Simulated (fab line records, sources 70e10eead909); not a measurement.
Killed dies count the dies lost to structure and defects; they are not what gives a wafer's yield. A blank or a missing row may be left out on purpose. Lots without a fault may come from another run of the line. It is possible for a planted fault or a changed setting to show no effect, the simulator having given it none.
Matching of chambers	flow nand_harc	NHARC_A_STAIRCASE_DEP_301 on pecvd-04: 3 sister chambers
The step deposits SiON, target thk 30 nm. 3 wafers are shown with their chamber, then 7 later ones without.

WAFERS, EACH WITH ITS CHAMBER
wafer	chamber	showerhead_vpp_V (V)
L388.4	2	1109
L389.1	0	1127
L389.2	1	1182

WAFERS WITH NO CHAMBER GIVEN
wafer	showerhead_vpp_V (V)
L389.3	1111
L391.3	1123
L391.5	1123
L391.6	1108
L393.1	1194
L393.2	1128
L393.6	1120

THE CHAMBER EACH PASSED THROUGH
wafer	from the rows above	in truth
L389.3	2	2
L391.3	can't be placed: 0 or 2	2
L391.5	can't be placed: 0 or 2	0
L391.6	2	2
L393.1	1	1
L393.2	0	0
L393.6	can't be placed: 0 or 2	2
Placed correctly: 4 of 7. These rows do not allow placing 3 (true chamber among the candidates in 3). 0 placed wrongly.
How it was worked out, from the rows above alone: a wafer's distance from a chamber is the root of the sum, over the readings, of the square of ((its reading less the chamber's mean) divided by the reading's scatter). The wafer belongs to the nearest chamber; if the next one is less than 2 further off, it can't be placed. Each chamber's mean is taken over the wafers shown for it. The scatter (one wafer shown for each chamber): square how far every hidden wafer sits from the nearest shown wafer, average those squares and take the square root.
